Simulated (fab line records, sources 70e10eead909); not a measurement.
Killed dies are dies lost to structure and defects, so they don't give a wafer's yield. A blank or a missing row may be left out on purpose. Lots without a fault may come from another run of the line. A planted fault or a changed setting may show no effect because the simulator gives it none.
fab line records | flow nand_harc
record lots=5 wafers=15 last_day=33
route steps=1302 shown A_CHANNEL_FILL_D2@635 A_STAIRCASE@639
lots that met no fault: from a run of the same line without faults
start_h: hours from the record's first day to the start of the lot's first wafer shown | wait_h: hours since the lot's step before | " the same as in the row above | L1.1+2: a row that stands for several wafers | - no value, or no start given | * or withheld: withheld | < > ~ a bound
route shown NAME@n: a module of which the file shows steps, and the number in the route of the first | usual: mean/standard deviation of fault-free wafers | same: alike in all rows | chamber/n: place in a boat | sites: the reading at each site | _std_site: their standard deviation | _edge_site: outer sites' mean less inner sites' | radius_mm: how far each site lies from the wafer's centre | mask NAME#n: copy n | behind: the tool/chamber that last shaped the wafer | hold: why the lot was held/for how many hours/how that ended | device: the transistor (n, p or np) that didn't switch | end of line: the same wafers' tests at the end of the route | a step without rows: its recipe alone | killed: dies lost to structure and defects at the first sort, not the wafer's yield | map: a wafer's dies, x killed, . not, _ none there
set.NAME: the setting as run; set.NAME@STEP: as run at that earlier step | model.NAME: the simulator's own value behind a step, which no gauge read
lots at some steps of the route; a table a step, a row a wafer
services: from which hour (start_h, from the record's first day; less than 0 if before it) a tool's chamber was out of use, for how many hours, and why
## steps
# step NHARC_A_CHANNEL_FILL_D2_SRD_12
# columns lot.wafer tool chamber start_h wait_h
L081.1+4+3 wet_bench-05 6,1,2 447.18 0.0
L085.4+3+6 wet_bench-05 2,3,4 478.24 0.0
L086.1+3+5 wet_bench-04 0,2,3 478.25 0.0
L087.6+4+1 wet_bench-04 3,7,0 490.11 0.0
L094.5+6+3 wet_bench-04 2,4,7 564.54 0.0
# step NHARC_A_CHANNEL_FILL_D2_RTA_24
# recipe temp_c=1000 time_s=5
# usual lamp_power_pct=30.03/0.16 lamp_zone_5_pct=30.03/0.16 wafer_temp_C_max=1003.5/0.7
# columns lot.wafer tool chamber start_h wait_h lamp_power_pct lamp_zone_5_pct wafer_temp_C_max
L081.1 rtp_anneal-02 0 447.31 0.0 30.31 30.23 1003.0
L081.3 " 0 " " 30.27 30.25 1003.2
L081.4 " 0 " " 30.23 30.26 1002.9
L086.1 rtp_anneal-01 0 478.36 0.0 29.90 29.85 1003.1
L086.3 " 0 " " 29.89 29.85 1005.5
L086.5 " 0 " " 29.91 29.92 1003.8
L085.3 rtp_anneal-01 0 478.58 0.3 29.84 29.81 1002.8
L085.4 " 0 " " 29.92 29.93 1002.5
L085.6 " 0 " " 29.91 29.90 1004.4
L087.1 rtp_anneal-01 0 490.24 0.0 29.97 29.96 1003.3
L087.4 " 0 " " 29.90 29.93 1002.9
L087.6 " 0 " " 29.95 29.99 1003.3
L094.3 rtp_anneal-01 0 564.78 0.2 29.91 29.94 1003.2
L094.5 " 0 " " 29.90 29.88 1004.1
L094.6 " 0 " " 29.94 29.92 1002.5
# step NHARC_A_CHANNEL_FILL_D2_INSPECT_13
# usual raw_defect_count=389/120
# columns lot.wafer tool chamber start_h wait_h raw_defect_count
L081.1 defect_inspect-02 - 447.51 0.2 293
L081.3 " - " " 290
L081.4 " - " " 215
L086.1 defect_inspect-02 - 478.55 0.2 354
L086.3 " - " " 688
L086.5 " - " " 504
L085.3 defect_inspect-01 - 478.72 0.1 486
L085.4 " - " " 320
L085.6 " - " " 366
L087.1 defect_inspect-01 - 490.43 0.2 391
L087.4 " - " " 391
L087.6 " - " " 308
L094.3 defect_inspect-02 - 565.03 0.2 365
L094.5 " - " " 394
L094.6 " - " " 376
# step NHARC_A_STAIRCASE_DEP_156
# recipe target_thk_a=500 temp_c=400 target_thk_nm=50 flow_sccm=200 rf_w=450 material=SiNx
# usual heater_power_outer_w=431/58 heater_power_w=720/96
# columns lot.wafer tool chamber start_h wait_h heater_power_outer_w heater_power_w
L081.3 pecvd-04 0 447.58 0.1 462 756
L081.1 " 1 " " 399 694
L081.4 " 2 " " 364 591
L086.3 pecvd-02 0 478.62 0.1 445 820
L086.1 " 1 " " 453 731
L086.5 " 2 " " 485 844
L085.3 pecvd-04 2 478.85 0.1 350 568
L085.4 " 0 " " 518 826
L085.6 " 1 " " 442 764
L087.1 pecvd-04 1 490.53 0.1 434 725
L087.4 " 0 " " 420 716
L087.6 " 1 " " 445 727
L094.3 pecvd-02 1 565.58 0.6 387 663
L094.5 " 1 " " 378 679
L094.6 " 2 " " 486 847
# step NHARC_A_STAIRCASE_DEHYDRATE_158
# recipe temp_c=150 time_s=120
# columns lot.wafer tool chamber start_h wait_h
L081.1+3+4 litho_track-02 0 447.85 0.2
L086.1+3+5 litho_track-03 0 478.89 0.2
L085.3+4+6 litho_track-02 0 479.06 0.2
L087.1+4+6 litho_track-05 0 490.77 0.2
L094.3+5+6 litho_track-05 0 565.85 0.2
# step NHARC_A_STAIRCASE_HMDS_159
# recipe time_s=30
# columns lot.wafer tool chamber start_h wait_h
L081.1+3+4 litho_track-02 0 - -
L086.1+3+5 litho_track-03 0 - -
L085.3+4+6 litho_track-02 0 - -
L087.1+4+6 litho_track-05 0 - -
L094.3+5+6 litho_track-05 0 - -
# step NHARC_A_STAIRCASE_COAT_160
# recipe spin_rpm=1200
# columns lot.wafer tool chamber start_h wait_h
L081.1+3+4 litho_track-02 0 - -
L086.1+3+5 litho_track-03 0 - -
L085.3+4+6 litho_track-02 0 - -
L087.1+4+6 litho_track-05 0 - -
L094.3+5+6 litho_track-05 0 - -
# step NHARC_A_STAIRCASE_SOFTBAKE_161
# recipe temp_c=135 time_s=170
# columns lot.wafer tool chamber start_h wait_h
L081.1+3+4 litho_track-02 0 - -
L086.1+3+5 litho_track-03 0 - -
L085.3+4+6 litho_track-02 0 - -
L087.1+4+6 litho_track-05 0 - -
L094.3+5+6 litho_track-05 0 - -
# step NHARC_A_STAIRCASE_EBR_162
# columns lot.wafer tool chamber start_h wait_h
L081.1+3+4 litho_track-02 0 - -
L086.1+3+5 litho_track-03 0 - -
L085.3+4+6 litho_track-02 0 - -
L087.1+4+6 litho_track-05 0 - -
L094.3+5+6 litho_track-05 0 - -
# step NHARC_A_STAIRCASE_EXPOSE_163
# recipe na=0.5 dose_mj=20.01 mask_id=STAIR_OPEN
# columns lot.wafer tool chamber start_h wait_h mask
L081.1+3+4 krf_scanner-02 0 448.06 - STAIR_OPEN#0
L086.1+3+5 krf_scanner-04 0 479.22 - STAIR_OPEN#0
L085.3+4+6 krf_scanner-02 0 479.40 - STAIR_OPEN#0
L087.1+4+6 krf_scanner-01 0 491.10 - STAIR_OPEN#0
L094.3+5+6 krf_scanner-02 0 566.20 - STAIR_OPEN#0
# step NHARC_A_STAIRCASE_PEB_164
# recipe peb_temp_c=115 peb_time_s=130
# columns lot.wafer tool chamber start_h wait_h
L081.1+3+4 litho_track-02 0 448.12 0.1
L086.1+3+5 litho_track-02 0 479.28 0.1
L085.3+4+6 litho_track-02 0 479.46 0.0
L087.1+4+6 litho_track-03 0 491.17 0.1
L094.3+5+6 litho_track-02 0 566.25 0.0
# step NHARC_A_STAIRCASE_DEVELOP_165
# recipe time_s=140
# columns lot.wafer tool chamber start_h wait_h
L081.1+3+4 litho_track-02 0 - -
L086.1+3+5 litho_track-02 0 - -
L085.3+4+6 litho_track-02 0 - -
L087.1+4+6 litho_track-03 0 - -
L094.3+5+6 litho_track-02 0 - -
# step NHARC_A_STAIRCASE_HARDBAKE_167
# recipe temp_c=120 time_s=140
# columns lot.wafer tool chamber start_h wait_h
L081.1+3+4 litho_track-05 0 448.34 -
L086.1+3+5 litho_track-03 0 479.50 -
L085.3+4+6 litho_track-03 0 479.69 -
L087.1+4+6 litho_track-05 0 491.38 -
L094.3+5+6 litho_track-03 0 566.48 -
# step NHARC_A_STAIRCASE_DESCUM_168
# recipe time_s=3 o2_flow_sccm=200 ar_flow_sccm=0 bias_power_w=0 chemistry=O2
# usual drypump_motor_current_A=5.8/0.53 oes_product_au=0.998/0.0081 rf_vpp_V=57.8/0.86 showerhead_plenum_p_Torr=1.90/0.092 throttle_valve_pct=11.311/0.0092
# columns lot.wafer tool chamber start_h wait_h drypump_motor_current_A oes_product_au rf_hours_counter_h rf_vpp_V showerhead_plenum_p_Torr throttle_valve_pct
L081.1 rie_diel-07 1 448.43 - 6.1 0.993 46 58.5 2.04 11.301
L081.4 " 2 " " 6.5 0.996 37 57.7 1.92 11.309
L081.3 " 3 " " 5.1 1.001 44 58.0 1.85 11.310
L086.3 rie_diel-04 3 479.62 - 6.0 0.984 40 56.8 1.86 11.323
L086.1 " 1 " " 6.8 1.002 43 57.9 1.97 11.293
L086.5 " 0 " " 6.0 0.993 - 58.0 1.78 11.301
L085.4 rie_diel-04 2 479.84 - 6.3 0.996 40 57.1 1.84 11.307
L085.3 " 0 " " 6.0 1.001 48 57.2 1.78 11.319
L085.6 " 2 " " 6.3 0.998 - 57.4 1.84 11.324
L087.4 rie_diel-07 2 491.49 - 6.5 1.014 2 56.7 1.92 11.289
L087.1 " 3 " " 5.1 0.997 2 57.4 1.84 11.300
L087.6 " 1 " " 6.1 0.987 - 58.8 2.04 11.319
L094.3 rie_diel-02 0 566.58 - 4.9 0.998 52 58.7 2.06 11.314
L094.5 " 2 " " 5.4 0.987 - 57.0 1.78 11.298
L094.6 " 3 " " 5.4 0.985 - 57.5 1.87 11.312
# step NHARC_A_STAIRCASE_ETCH_169
# recipe target_depth_a=500 time_s=107.1 ion_energy_ev=120 ch3f_flow_sccm=50 o2_flow_sccm=30 ar_flow_sccm=200 rf_w=500 bias_w=100 chemistry=CH3F/O2
# usual ch3f_flow_sccm=49.99/0.16 drypump_motor_current_A=5.8/0.54 oes_product_au=0.964/0.016 rf_vpp_V=243.8/1.7 showerhead_plenum_p_Torr=2.43/0.11 throttle_valve_pct=20.664/0.0088
# columns lot.wafer tool chamber start_h wait_h ch3f_flow_sccm drypump_motor_current_A oes_product_au rf_hours_counter_h rf_vpp_V showerhead_plenum_p_Torr throttle_valve_pct
L081.3 rie_diel-07 3 448.52 0.1 50.26 5.1 0.963 44 242.3 2.38 20.672
L081.4 " 0 " " 50.05 6.1 0.975 44 244.5 2.49 20.664
L081.1 " 1 " " 50.06 6.1 0.948 46 247.8 2.61 20.661
L086.1 rie_diel-04 1 479.73 0.1 49.94 6.8 0.950 43 245.0 2.52 20.675
L086.3 " 2 " " 49.98 6.3 0.961 39 242.5 2.37 20.665
L086.5 " 1 " " 50.04 6.7 0.967 - 245.6 2.52 20.668
L085.3 rie_diel-04 3 480.09 0.2 49.81 6.0 0.950 41 244.0 2.39 20.658
L085.4 " 2 " " 50.33 6.3 0.936 40 242.3 2.37 20.664
L085.6 " 3 " " 49.83 6.0 0.949 - 244.2 2.39 20.657
L087.1 rie_diel-07 0 491.57 0.1 50.16 6.0 0.969 2 245.0 2.49 20.669
L087.4 " 1 " " 50.10 6.1 0.957 2 247.6 2.61 20.655
L087.6 " 3 " " 50.11 5.1 0.972 - 243.2 2.37 20.664
L094.3 rie_diel-02 3 566.67 0.1 49.90 5.4 0.951 57 243.3 2.41 20.682
L094.5 " 1 " " 49.70 5.7 0.977 - 242.9 2.36 20.660
L094.6 " 2 " " 50.17 5.4 0.957 - 241.9 2.30 20.681
# step NHARC_A_STAIRCASE_ETCH_170
# recipe target_depth_a=2000 time_s=66.667 ion_energy_ev=250 c4f6_flow_sccm=25 o2_flow_sccm=20 ar_flow_sccm=500 rf_w=600 bias_w=500 chemistry=C4F6/O2
# usual drypump_motor_current_A=5.8/0.53 oes_product_au=0.973/0.014 rf_vpp_V=546/3.5 showerhead_plenum_p_Torr=3.88/0.16 throttle_valve_pct=26.903/0.009
# columns lot.wafer tool chamber start_h wait_h drypump_motor_current_A oes_product_au rf_hours_counter_h rf_vpp_V showerhead_plenum_p_Torr throttle_valve_pct
L081.1 rie_diel-07 3 - - 5.1 0.991 44 545 3.80 26.886
L081.4 " 0 " " 6.1 0.982 44 548 3.98 26.914
L081.3 " 1 " " 6.1 0.961 46 551 4.16 26.919
L086.1 rie_diel-04 1 - - 6.8 0.972 43 549 4.02 26.903
L086.3 " 2 " " 6.4 0.977 40 545 3.79 26.917
L086.5 " 2 " " 6.4 0.994 - 544 3.79 26.896
L085.4 rie_diel-04 2 - - 6.4 0.969 40 545 3.79 26.892
L085.3 " 3 " " 6.0 0.982 41 545 3.82 26.907
L085.6 " 3 " " 6.0 0.975 - 545 3.82 26.894
L087.1 rie_diel-07 3 - - 5.2 0.986 2 543 3.80 26.926
L087.4 " 0 " " 6.1 0.977 2 548 3.97 26.899
L087.6 " 2 " " 6.5 0.986 - 546 3.93 26.906
L094.3 rie_diel-02 0 - - 4.9 0.985 53 552 4.19 26.908
L094.6 " 2 " " 5.4 0.969 - 541 3.68 26.890
L094.5 " 3 " " 5.4 0.968 - 547 3.85 26.916
# step NHARC_A_STAIRCASE_STRIP_171
# recipe power_w=1500 temp_c=250 chemistry=O2
# usual drypump_motor_current_A=6.1/0.46 heater_power_w=319/24 temp_c=250.01/0.19
# columns lot.wafer tool chamber start_h wait_h drypump_motor_current_A heater_power_w rf_hours_counter_h temp_c
L081.1 plasma_asher-01 0 448.80 - 5.5 305 20 249.97
L081.3 " 1 " " 6.5 305 - 249.66
L081.4 " 0 " " 5.5 309 - 249.96
L086.1 plasma_asher-01 1 480.05 - 6.5 302 26 249.78
L086.3 " 0 " " 5.5 310 - 250.06
L086.5 " 0 " " 5.5 315 - 249.90
L085.4 plasma_asher-02 0 480.45 - 6.6 349 - 250.14
L085.3 " 1 " " 5.7 299 - 250.13
L085.6 " 0 " " 6.6 348 - 249.91
L087.1 plasma_asher-01 0 491.79 - 5.5 312 29 250.00
L087.4 " 1 " " 6.5 293 - 250.25
L087.6 " 1 " " 6.5 299 - 249.85
L094.3 plasma_asher-01 1 566.97 - 6.5 324 - 250.21
L094.5 " 1 " " 6.5 332 - 250.58
L094.6 " 0 " " 5.6 314 - 250.10
# step NHARC_A_STAIRCASE_STRIP_172
# recipe time_s=900 temp_c=130 chemistry=SPM
# usual temp_c=130.00/0.13
# columns lot.wafer tool chamber start_h wait_h temp_c
L081.4 wet_bench-02 2 449.10 0.2 130.02
L081.3 " 3 " " 129.97
L081.1 " 7 " " 130.13
L086.1 wet_bench-06 6 480.36 0.3 130.03
L086.5 " 7 " " 129.98
L086.3 " 1 " " 130.12
L085.6 wet_bench-02 3 480.70 0.1 129.74
L085.3 " 5 " " 129.78
L085.4 " 0 " " 130.08
L087.6 wet_bench-02 7 492.15 0.1 129.90
L087.1 " 0 " " 129.98
L087.4 " 2 " " 129.92
L094.3 wet_bench-02 6 567.23 0.2 129.92
L094.6 " 0 " " 130.16
L094.5 " 2 " " 130.12
# step NHARC_A_STAIRCASE_PRECLEAN_173
# recipe time_s=* temp_c=50 bath_age_min=0 chemistry=SC1
# usual temp_c=50.02/0.12
# columns lot.wafer tool chamber start_h wait_h temp_c
L081.4 wet_bench-02 2 - - 49.99
L081.3 " 3 " " 50.01
L081.1 " 7 " " 50.18
L086.1 wet_bench-06 6 - - 50.13
L086.5 " 7 " " 50.08
L086.3 " 1 " " 49.91
L085.6 wet_bench-02 3 - - 49.81
L085.3 " 5 " " 49.92
L085.4 " 0 " " 50.02
L087.6 wet_bench-02 7 - - 50.16
L087.1 " 0 " " 49.85
L087.4 " 2 " " 49.70
L094.3 wet_bench-02 6 - - 50.06
L094.6 " 0 " " 50.09
L094.5 " 2 " " 50.03
# step NHARC_A_STAIRCASE_SRD_174
# columns lot.wafer tool chamber start_h wait_h
L081.4+3+1 wet_bench-02 2,3,7 - -
L086.1+5+3 wet_bench-06 6,7,1 - -
L085.6+3+4 wet_bench-02 3,5,0 - -
L087.6+1+4 wet_bench-02 7,0,2 - -
L094.3+6+5 wet_bench-02 6,0,2 - -
# step NHARC_A_STAIRCASE_DEHYDRATE_01
# recipe temp_c=150 time_s=120
# columns lot.wafer tool chamber start_h wait_h
L081.1+3+4 litho_track-03 0 449.55 -
L086.1+3+5 litho_track-02 0 480.81 -
L085.3+4+6 litho_track-02 0 481.16 -
L087.1+4+6 litho_track-03 0 492.60 -
L094.3+5+6 litho_track-05 0 567.77 -
# step NHARC_A_STAIRCASE_HMDS_02
# recipe time_s=30
# columns lot.wafer tool chamber start_h wait_h
L081.1+3+4 litho_track-03 0 - -
L086.1+3+5 litho_track-02 0 - -
L085.3+4+6 litho_track-02 0 - -
L087.1+4+6 litho_track-03 0 - -
L094.3+5+6 litho_track-05 0 - -
## services
# columns tool chamber start_h hours kind
wet_bench-02 - 423.53 8.0 pm
plasma_asher-02 - 426.29 9.0 pm
wet_bench-02 0 431.53 - consumable_replace:bath
wet_bench-02 0 431.53 - consumable_replace:filter
wet_bench-05 - 436.80 8.0 pm
rie_diel-04 1 437.29 2.6 repair
krf_scanner-02 - 438.00 4.0 pm
plasma_asher-02 - 445.74 1.2 repair
litho_track-03 - 450.00 7.0 pm
pecvd-04 - 452.41 13.0 pm
rie_diel-07 1 452.42 8.5 repair
rie_diel-07 - 473.40 9.0 pm
litho_track-05 - 474.00 7.0 pm
rie_diel-02 1 479.20 9.0 repair
krf_scanner-01 - 484.00 4.0 pm
krf_scanner-01 - 495.60 0.6 repair
rie_diel-07 - 510.32 0.1 repair
wet_bench-05 - 519.07 4.8 repair
plasma_asher-01 - 519.13 9.0 pm
krf_scanner-04 - 526.00 4.0 pm
rie_diel-04 - 533.09 9.0 pm
rie_diel-02 2 543.98 5.1 repair
rie_diel-07 0 544.77 7.0 repair
wet_bench-06 - 545.60 8.0 pm
## key
fault none
